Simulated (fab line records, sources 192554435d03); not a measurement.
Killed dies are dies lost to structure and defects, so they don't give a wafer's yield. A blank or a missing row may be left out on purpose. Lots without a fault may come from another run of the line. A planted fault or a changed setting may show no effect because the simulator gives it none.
fab line records | flow n5_finfet | part 1 of 2: steps 1 to 24 of 31
record lots=5 wafers=15 last_day=16
route steps=1938 shown BEOL_M7@1322 BEOL_M8@1332
lots that met no fault: from a run of the same line without faults
start_h: hours from the record's first day to the start of the lot's first wafer shown | wait_h: hours since the lot's step before | " the same as in the row above | L1.1+2: a row that stands for several wafers | - no value, or no start given | * or withheld: withheld | < > ~ a bound
route shown NAME@n: a module of which the file shows steps, and the number in the route of the first | usual: mean/standard deviation of fault-free wafers | same: alike in all rows | chamber/n: place in a boat | sites: the reading at each site | _std_site: their standard deviation | _edge_site: outer sites' mean less inner sites' | radius_mm: how far each site lies from the wafer's centre | mask NAME#n: copy n | behind: the tool/chamber that last shaped the wafer | hold: why the lot was held/for how many hours/how that ended | device: the transistor (n, p or np) that didn't switch | end of line: the same wafers' tests at the end of the route | a step without rows: its recipe alone | killed: dies lost to structure and defects at the first sort, not the wafer's yield | map: a wafer's dies, x killed, . not, _ none there
set.NAME: the setting as run; set.NAME@STEP: as run at that earlier step | model.NAME: the simulator's own value behind a step, which no gauge read
lots at some steps of the route; a table a step, a row a wafer
services: from which hour (start_h, from the record's first day; less than 0 if before it) a tool's chamber was out of use, for how many hours, and why
## steps
# step N5_BEOL_M7_CVD_78
# recipe material=Co target_thk_a=20 temp_c=withheld precursor=CCTBA/H2 pressure_torr=30 time_s=142.3
# columns lot.wafer tool chamber start_h wait_h
L074.1+5+6 cvd_co-01 1,1,0 192.91 0.1
L082.3+4+5 cvd_co-02 2,1,2 246.72 0.1
L084.2+4+5 cvd_co-01 0,2,1 268.95 0.1
L088.3+4+6 cvd_co-02 1,0,1 275.85 0.0
L091.1+5+6 cvd_co-01 1,1,2 305.03 0.0
# step N5_BEOL_M7_SPUTTER_48
# recipe material=Cu target_thk_a=100 temp_c=-20 bias_v=60 power_w=26000 chamber_pressure_pa=0.13 time_s=1.667
# usual bias_v=60.0/0.57 throttle_valve_pct=30.3/1.3
# columns lot.wafer tool chamber start_h wait_h bias_v throttle_valve_pct
L074.1 pvd_sputter-02 - 193.03 0.1 60.6 30.2
L074.5 " - " " 58.6 31.4
L074.6 " - " " 60.1 31.5
L082.3 pvd_sputter-03 - 247.00 0.2 60.2 28.5
L082.4 " - " " 60.4 32.4
L082.5 " - " " 60.5 32.2
L084.2 pvd_sputter-01 - 269.08 0.1 59.9 31.3
L084.4 " - " " 60.1 30.1
L084.5 " - " " 59.4 31.1
L088.3 pvd_sputter-03 - 275.98 0.1 60.7 29.6
L088.4 " - " " 60.1 28.2
L088.6 " - " " 60.0 30.2
L091.1 pvd_sputter-02 - 305.19 0.1 60.2 31.2
L091.5 " - " " 60.1 29.8
L091.6 " - " " 59.8 31.3
# step N5_BEOL_M7_ECD_50
# recipe material=Cu target_thk_a=3000
# columns lot.wafer tool chamber start_h wait_h
L074.1+5+6 ecd_cu-02 0,0,1 193.14 0.1
L082.3+4+5 ecd_cu-02 1,0,1 247.14 0.1
L084.2+4+5 ecd_cu-01 0,0,1 269.20 0.1
L088.3+4+6 ecd_cu-01 1,0,0 276.12 0.1
L091.1+5+6 ecd_cu-01 0,1,0 305.31 0.1
# step N5_BEOL_M7_ANNEAL_51
# recipe temp_c=225 time_s=90 ambient=N2
# usual wafer_temp_C_max=225.9/0.4
# columns lot.wafer tool chamber start_h wait_h wafer_temp_C_max
L074.1 rtp_anneal-02 0 193.33 0.2 225.7
L074.5 " 0 " " 225.9
L074.6 " 0 " " 225.5
L082.3 rtp_anneal-02 0 247.42 0.3 225.7
L082.4 " 0 " " 225.9
L082.5 " 0 " " 225.8
L084.2 rtp_anneal-02 0 269.60 0.4 225.6
L084.4 " 0 " " 225.5
L084.5 " 0 " " 225.5
L088.3 rtp_anneal-01 0 276.42 0.3 225.6
L088.4 " 0 " " 225.9
L088.6 " 0 " " 226.1
L091.1 rtp_anneal-01 0 305.74 0.4 226.2
L091.5 " 0 " " 225.9
L091.6 " 0 " " 226.5
# step N5_BEOL_M7_CMP_52
# recipe stop_on=SiCOH_lowk t_overpolish_s=6.9 down_force_psi=1 platen_rpm=50 clearing_platen_down_force_psi=1.5 clearing_platen_rpm=50 post_cmp_clean=cu_alkaline target_thk_nm=80 clearing_platen_pad_velocity_m_s=0.99484 pad_velocity_m_s=0.99484
# usual barrier_field_endpoint_s=28.7/0.76 motor_current_A=5.9/0.45 overpolish_run_s=6.899/0.0091 slurry_filter_dp_kPa=13.51/0.14 time_to_endpoint_s=61/3.7
# columns lot.wafer tool chamber start_h wait_h barrier_field_endpoint_s motor_current_A overpolish_run_s slurry_filter_dp_kPa time_to_endpoint_s
L074.1 cmp-01 1 193.66 0.3 27.6 5.5 6.899 13.35 60
L074.5 " 0 " " 27.9 5.6 6.880 13.73 60
L074.6 " 1 " " 28.9 5.7 6.897 13.74 60
L082.3 cmp-04 1 247.72 0.3 28.6 6.5 6.894 13.71 65
L082.4 " 2 " " 28.5 5.5 6.899 13.47 57
L082.5 " 3 " " 28.5 5.3 6.896 13.56 60
L084.2 cmp-03 1 269.86 0.2 29.3 6.6 6.899 13.86 64
L084.4 " 2 " " 29.4 6.5 6.906 13.51 66
L084.5 " 2 " " 30.0 6.4 6.897 13.32 69
L088.4 cmp-04 2 276.66 0.2 28.5 6.0 6.897 13.50 55
L088.3 " 3 " " 28.8 5.7 6.905 13.40 60
L088.6 " 2 " " 28.8 5.3 6.897 13.54 57
L091.1 cmp-04 2 306.39 0.6 27.4 5.6 6.909 13.32 56
L091.5 " 0 " " 29.1 5.7 6.892 13.50 62
L091.6 " 1 " " 29.3 6.6 6.889 13.45 65
# step N5_BEOL_M7_THK_MEAS_53
# recipe thk_meas_gauge=xrf reads=Cu_of_BEOL_M7_ECD_50
# usual M7_THK=81.3/2.5
# columns lot.wafer tool chamber start_h wait_h M7_THK[nm]
L074.1 film_metro-01 - 193.92 - 77.6
L074.5 " - " " 79.2
L074.6 " - " " 83.1
L082.3 film_metro-01 - 247.94 - 84.6
L082.4 " - " " 78.3
L082.5 " - " " 76.3
L084.2 film_metro-02 - 270.15 - 83.6
L084.4 " - " " 83.3
L084.5 " - " " 83.2
L088.3 film_metro-02 - 276.92 - 81.2
L088.4 " - " " 81.7
L088.6 " - " " 78.2
L091.1 film_metro-01 - 306.61 - 78.0
L091.5 " - " " 81.0
L091.6 " - " " 80.2
# step N5_BEOL_M7_PRE_CLEAN_55
# recipe gas=NH3 time_s=15 temp_c=withheld rf_power_w=300
# columns lot.wafer tool chamber start_h wait_h
L074.1+5+6 pecvd-04 0,2,0 193.95 0.0
L082.3+4+5 pecvd-02 1,1,2 247.97 0.0
L084.2+4+5 pecvd-02 2,1,0 270.19 0.0
L088.3+4+6 pecvd-04 1,2,1 276.96 0.0
L091.1+5+6 pecvd-02 2,0,1 306.64 0.0
# step N5_BEOL_M7_DEP_56
# recipe material=SiCN target_thk_a=100 temp_c=withheld precursor=3MS/NH3 pressure_torr=3 rf_w=202 time_s=17.5
# usual showerhead_plenum_p_Torr=3.670/0.015 throttle_valve_pct=9.1/0.4
# columns lot.wafer tool chamber start_h wait_h showerhead_plenum_p_Torr throttle_valve_pct
L074.1 pecvd-04 0 193.98 0.0 3.666 8.7
L074.5 " 2 " " 3.674 8.1
L074.6 " 0 " " 3.661 8.7
L082.3 pecvd-02 1 248.00 0.0 3.677 9.2
L082.4 " 1 " " 3.675 9.4
L082.5 " 2 " " 3.662 9.0
L084.2 pecvd-02 2 270.21 0.0 3.661 8.7
L084.4 " 1 " " 3.672 9.5
L084.5 " 0 " " 3.696 9.1
L088.3 pecvd-04 1 276.98 0.0 3.658 9.4
L088.4 " 2 " " 3.677 8.5
L088.6 " 1 " " 3.660 9.6
L091.1 pecvd-02 2 306.67 0.0 3.676 8.8
L091.5 " 0 " " 3.687 8.5
L091.6 " 1 " " 3.676 9.1
# step N5_BEOL_M7_RS_MEAS_57
# recipe thk_meas_gauge=four-point-probe reads=Cu_of_BEOL_M7_ECD_50+Co_of_BEOL_M7_CVD_78+TaN_of_BEOL_M7_ALD_77
# usual M7_RS=0.289/0.0097
# columns lot.wafer tool chamber start_h wait_h M7_RS[ohm/sq]
L074.1 film_metro-02 - 194.05 0.1 0.304
L074.5 " - " " 0.296
L074.6 " - " " 0.281
L082.3 film_metro-02 - 248.07 0.1 0.273
L082.4 " - " " 0.302
L082.5 " - " " 0.309
L084.2 film_metro-02 - 270.28 0.1 0.281
L084.4 " - " " 0.281
L084.5 " - " " 0.283
L088.3 film_metro-01 - 277.05 0.1 0.293
L088.4 " - " " 0.290
L088.6 " - " " 0.306
L091.1 film_metro-01 - 306.74 0.1 0.301
L091.5 " - " " 0.286
L091.6 " - " " 0.290
# step N5_BEOL_M7_INSPECT_58
# recipe inspect_instrument=darkfield mode=post_dep
# usual raw_defect_count=78/26
# columns lot.wafer tool chamber start_h wait_h raw_defect_count
L074.1 defect_inspect-02 - 194.07 0.0 162
L074.5 " - " " 100
L074.6 " - " " 57
L082.3 defect_inspect-01 - 248.10 0.0 41
L082.4 " - " " 24
L082.5 " - " " 73
L084.2 defect_inspect-02 - 270.31 0.0 73
L084.4 " - " " 76
L084.5 " - " " 94
L088.3 defect_inspect-02 - 277.08 0.0 73
L088.4 " - " " 56
L088.6 " - " " 78
L091.1 defect_inspect-02 - 306.76 0.0 107
L091.5 " - " " 120
L091.6 " - " " 81
# step N5_BEOL_M8_ILD_DEP_00
# recipe material=SiCOH_lowk target_thk_a=1797.5 temp_c=300 precursor=DEMS/porogen pressure_torr=5 rf_w=500 time_s=33.4
# usual heater_power_w=301/65 showerhead_plenum_p_Torr=5.745/0.016 throttle_valve_pct=13.9/0.5
# columns lot.wafer tool chamber start_h wait_h heater_power_w showerhead_plenum_p_Torr throttle_valve_pct
L074.1 pecvd-01 2 194.11 0.0 338 5.774 13.7
L074.5 " 2 " " 340 5.764 13.7
L074.6 " 0 " " 278 5.725 14.2
L082.3 pecvd-03 0 248.13 0.0 232 5.715 14.5
L082.4 " 2 " " 212 5.733 14.1
L082.5 " 0 " " 238 5.728 14.5
L084.2 pecvd-01 2 270.34 0.0 409 5.773 12.9
L084.4 " 1 " " 331 5.722 14.4
L084.5 " 2 " " 409 5.752 12.9
L088.3 pecvd-01 1 277.11 0.0 324 5.757 14.2
L088.4 " 2 " " 412 5.757 13.1
L088.6 " 0 " " 291 5.743 14.1
L091.1 pecvd-02 0 306.80 0.0 347 5.764 13.4
L091.5 " 2 " " 249 5.739 13.7
L091.6 " 1 " " 266 5.745 14.1
# step N5_BEOL_M8_CURE_74
# recipe temp_c=385 time_s=240 ambient=He/Ar material=SiCOH_lowk
# usual lamp_power_pct=52.31/0.063 wafer_temp_C_max=387.2/0.55
# columns lot.wafer tool chamber start_h wait_h lamp_power_pct wafer_temp_C_max
L074.1 uv_cure-02 0 194.18 0.0 52.34 386.3
L074.5 " 0 " " 52.30 387.1
L074.6 " 0 " " 52.23 386.3
L082.3 uv_cure-03 1 248.36 0.2 52.28 387.3
L082.4 " 1 " " 52.18 388.0
L082.5 " 1 " " 52.37 387.2
L084.2 uv_cure-03 0 270.65 0.3 52.25 387.3
L084.4 " 0 " " 52.30 388.6
L084.5 " 0 " " 52.38 387.7
L088.3 uv_cure-03 0 277.50 0.4 52.35 388.4
L088.4 " 0 " " 52.34 387.0
L088.6 " 0 " " 52.30 388.4
L091.1 uv_cure-02 1 306.86 0.0 52.24 386.9
L091.5 " 1 " " 52.20 386.9
L091.6 " 1 " " 52.29 387.1
# step N5_BEOL_M8_THK_MEAS_01
# recipe reads=SiCOH_lowk_of_BEOL_M8_ILD_DEP_00
# usual M8_ILD_THK=154.4/1.8
# columns lot.wafer tool chamber start_h wait_h M8_ILD_THK[nm]
L074.1 film_metro-01 - 194.69 0.4 152.7
L074.5 " - " " 156.3
L074.6 " - " " 154.8
L082.3 film_metro-02 - 248.71 0.3 154.9
L082.4 " - " " 154.7
L082.5 " - " " 156.3
L084.2 film_metro-02 - 271.08 0.4 153.7
L084.4 " - " " 154.9
L084.5 " - " " 154.4
L088.3 film_metro-01 - 277.85 0.3 151.6
L088.4 " - " " 155.0
L088.6 " - " " 155.4
L091.1 film_metro-02 - 307.39 0.4 152.4
L091.5 " - " " 156.5
L091.6 " - " " 153.6
# step N5_BEOL_M8_PECVD_70
# recipe material=SiO2 target_thk_a=200 temp_c=400 precursor=TEOS/O2 pressure_torr=5.5 rf_w=450 teos_flow_sccm=53.8 gas=O2 flow_sccm=3000 time_s=22.7
# usual heater_power_w=711/120 showerhead_plenum_p_Torr=8.82/0.059 throttle_valve_pct=22.4/0.82
# columns lot.wafer tool chamber start_h wait_h heater_power_w showerhead_plenum_p_Torr throttle_valve_pct
L074.1 pecvd-02 2 194.73 0.0 550 8.80 21.7
L074.5 " 1 " " 571 8.83 22.9
L074.6 " 2 " " 564 8.78 21.5
L082.3 pecvd-02 1 248.75 0.0 621 8.82 22.9
L082.4 " 0 " " 868 8.93 21.7
L082.5 " 1 " " 637 8.81 23.0
L084.2 pecvd-01 2 271.12 0.0 900 8.87 21.0
L084.4 " 1 " " 858 8.82 23.1
L084.5 " 2 " " 890 8.85 20.8
L088.3 pecvd-01 0 277.89 0.0 721 8.75 22.7
L088.4 " 0 " " 715 8.77 22.9
L088.6 " 2 " " 781 8.89 21.0
L091.1 pecvd-03 1 307.43 0.0 800 8.85 23.2
L091.5 " 0 " " 473 8.68 23.3
L091.6 " 1 " " 813 8.82 23.1
# step N5_BEOL_M8_HM_DEP_02
# recipe material=TiN target_thk_a=200 temp_c=25 chamber_pressure_pa=0.49996
# usual throttle_valve_pct=30.2/1.2
# columns lot.wafer tool chamber start_h wait_h throttle_valve_pct
L074.1 pvd_sputter-03 - 195.90 1.2 30.2
L074.5 " - " " 30.2
L074.6 " - " " 32.4
L082.3 pvd_sputter-01 - 251.73 3.0 31.3
L082.4 " - " " 29.1
L082.5 " - " " 31.4
L084.2 pvd_sputter-01 - 272.28 1.1 29.9
L084.4 " - " " 31.5
L084.5 " - " " 28.6
L088.3 pvd_sputter-02 - 278.61 0.7 29.9
L088.4 " - " " 31.5
L088.6 " - " " 31.0
L091.1 pvd_sputter-03 - 308.32 0.9 28.3
L091.5 " - " " 28.2
L091.6 " - " " 29.3
# step N5_BEOL_M8_COAT_59
# recipe resist=SOC temp_c=250 time_s=60 spin_rpm=1500 resist_thk_nm=100
# usual resist_line_temp_C=22.98/0.098
# columns lot.wafer tool chamber start_h wait_h resist_line_temp_C
L074.1 litho_track-04 0 196.02 0.1 22.75
L074.5 " 0 " " 23.06
L074.6 " 0 " " 23.05
L082.3 litho_track-02 0 251.86 0.1 22.96
L082.4 " 0 " " 23.07
L082.5 " 0 " " 22.96
L084.2 litho_track-04 0 272.41 0.1 22.93
L084.4 " 0 " " 22.86
L084.5 " 0 " " 22.97
L088.3 litho_track-05 0 278.74 0.1 23.16
L088.4 " 0 " " 23.04
L088.6 " 0 " " 23.03
L091.1 litho_track-04 0 308.45 0.1 22.99
L091.5 " 0 " " 22.95
L091.6 " 0 " " 22.78
# step N5_BEOL_M8_COAT_60
# recipe resist=SiARC temp_c=220 time_s=60 spin_rpm=1500 resist_thk_nm=35
# usual resist_line_temp_C=23.00/0.11
# columns lot.wafer tool chamber start_h wait_h resist_line_temp_C
L074.1 litho_track-04 0 - - 23.00
L074.5 " 0 " " 23.03
L074.6 " 0 " " 23.11
L082.3 litho_track-02 0 - - 22.88
L082.4 " 0 " " 22.81
L082.5 " 0 " " 22.78
L084.2 litho_track-04 0 - - 23.02
L084.4 " 0 " " 23.26
L084.5 " 0 " " 23.06
L088.3 litho_track-05 0 - - 23.09
L088.4 " 0 " " 22.96
L088.6 " 0 " " 22.94
L091.1 litho_track-04 0 - - 23.00
L091.5 " 0 " " 22.94
L091.6 " 0 " " 23.03
# step N5_BEOL_M8_COAT_05
# recipe resist=CAR-ArF spin_rpm=1500 resist_thk_nm=90
# usual resist_line_temp_C=23.02/0.12
# columns lot.wafer tool chamber start_h wait_h resist_line_temp_C
L074.1 litho_track-04 0 - - 23.11
L074.5 " 0 " " 23.06
L074.6 " 0 " " 23.24
L082.3 litho_track-02 0 - - 23.18
L082.4 " 0 " " 23.04
L082.5 " 0 " " 23.22
L084.2 litho_track-04 0 - - 22.93
L084.4 " 0 " " 22.95
L084.5 " 0 " " 22.91
L088.3 litho_track-05 0 - - 23.00
L088.4 " 0 " " 22.88
L088.6 " 0 " " 23.05
L091.1 litho_track-04 0 - - 22.95
L091.5 " 0 " " 23.07
L091.6 " 0 " " 23.07
# step N5_BEOL_M8_EBR_07
# recipe solvent=PGMEA ebr_width_mm=1.5
# usual resist_line_temp_C=22.99/0.096
# columns lot.wafer tool chamber start_h wait_h resist_line_temp_C
L074.1 litho_track-04 0 - - 22.99
L074.5 " 0 " " 22.91
L074.6 " 0 " " 22.95
L082.3 litho_track-02 0 - - 22.88
L082.4 " 0 " " 23.00
L082.5 " 0 " " 23.16
L084.2 litho_track-04 0 - - 22.98
L084.4 " 0 " " 23.10
L084.5 " 0 " " 23.01
L088.3 litho_track-05 0 - - 22.68
L088.4 " 0 " " 22.92
L088.6 " 0 " " 22.87
L091.1 litho_track-04 0 - - 23.17
L091.5 " 0 " " 23.15
L091.6 " 0 " " 23.20
# step N5_BEOL_M8_SOFTBAKE_06
# recipe temp_c=110 time_s=60 resist=CAR-ArF
# usual resist_line_temp_C=23.03/0.096
# columns lot.wafer tool chamber start_h wait_h resist_line_temp_C
L074.1 litho_track-04 0 - - 23.11
L074.5 " 0 " " 22.92
L074.6 " 0 " " 23.19
L082.3 litho_track-02 0 - - 23.18
L082.4 " 0 " " 23.09
L082.5 " 0 " " 23.17
L084.2 litho_track-04 0 - - 23.04
L084.4 " 0 " " 23.08
L084.5 " 0 " " 22.96
L088.3 litho_track-05 0 - - 22.95
L088.4 " 0 " " 22.96
L088.6 " 0 " " 22.99
L091.1 litho_track-04 0 - - 22.92
L091.5 " 0 " " 23.02
L091.6 " 0 " " 23.19
# step N5_BEOL_M8_EXPOSE_08
# recipe mask_id=M8 na=1.35 source_shape=dipole sigma_inner=0.817 sigma_outer=0.97 polarization=te dose_mj=68.25
# usual reticle_temp_C=23.00/0.099
# same dipole_opening_deg=35
# columns lot.wafer tool chamber start_h wait_h mask reticle_temp_C
L074.1 arfi_scanner-01 0 196.27 - M8#0 23.22
L074.5 " 0 " " M8#0 23.13
L074.6 " 0 " " M8#0 23.16
L082.3 arfi_scanner-01 0 252.11 - M8#0 23.24
L082.4 " 0 " " M8#0 23.15
L082.5 " 0 " " M8#0 23.00
L084.2 arfi_scanner-01 0 272.55 - M8#0 23.11
L084.4 " 0 " " M8#0 22.93
L084.5 " 0 " " M8#0 22.87
L088.3 arfi_scanner-03 0 278.87 - M8#0 22.93
L088.4 " 0 " " M8#0 22.97
L088.6 " 0 " " M8#0 22.92
L091.1 arfi_scanner-02 0 308.57 - M8#0 23.00
L091.5 " 0 " " M8#0 22.95
L091.6 " 0 " " M8#0 22.92
# step N5_BEOL_M8_PEB_09
# recipe peb_temp_c=withheld peb_time_s=60 resist=CAR-ArF
# usual resist_line_temp_C=22.97/0.12
# columns lot.wafer tool chamber start_h wait_h resist_line_temp_C
L074.1 litho_track-04 0 196.33 0.1 22.91
L074.5 " 0 " " 22.80
L074.6 " 0 " " 22.86
L082.3 litho_track-02 0 252.16 0.0 22.92
L082.4 " 0 " " 22.85
L082.5 " 0 " " 22.95
L084.2 litho_track-05 0 272.61 0.0 22.87
L084.4 " 0 " " 23.07
L084.5 " 0 " " 22.93
L088.3 litho_track-04 0 278.92 0.0 23.09
L088.4 " 0 " " 23.09
L088.6 " 0 " " 23.12
L091.1 litho_track-05 0 308.63 0.1 22.94
L091.5 " 0 " " 22.98
L091.6 " 0 " " 22.94
# step N5_BEOL_M8_DEVELOP_10
# recipe develop_time_s=30 developer=TMAH resist=CAR-ArF rinse_liquid=diw dry=air_spin dev_temp_c=23
# usual resist_line_temp_C=23.01/0.11
# columns lot.wafer tool chamber start_h wait_h resist_line_temp_C
L074.1 litho_track-04 0 - - 22.90
L074.5 " 0 " " 23.10
L074.6 " 0 " " 22.89
L082.3 litho_track-02 0 - - 22.96
L082.4 " 0 " " 22.87
L082.5 " 0 " " 23.03
L084.2 litho_track-05 0 - - 23.05
L084.4 " 0 " " 23.00
L084.5 " 0 " " 23.10
L088.3 litho_track-04 0 - - 22.74
L088.4 " 0 " " 22.90
L088.6 " 0 " " 23.01
L091.1 litho_track-05 0 - - 22.83
L091.5 " 0 " " 22.88
L091.6 " 0 " " 23.00
# step N5_BEOL_M8_CD_MEAS_11
# recipe target_cd_nm=38.5 landing_energy_ev=500 detector=se_inlens polarity=opening
# usual cd_nm=38.6/0.65
# columns lot.wafer tool chamber start_h wait_h cd_nm
L074.1 cd_sem-03 0 196.39 - 37.4
L074.5 " 0 " " 37.0
L074.6 " 0 " " 37.2
L082.3 cd_sem-03 0 252.23 - 39.0
L082.4 " 0 " " 38.6
L082.5 " 0 " " 39.0
L084.2 cd_sem-02 0 272.67 - 38.7
L084.4 " 0 " " 38.6
L084.5 " 0 " " 39.1
L088.3 cd_sem-02 0 278.99 - 37.6
L088.4 " 0 " " 38.1
L088.6 " 0 " " 37.4
L091.1 cd_sem-03 0 308.69 - 38.3
L091.5 " 0 " " 38.7
L091.6 " 0 " " 38.6
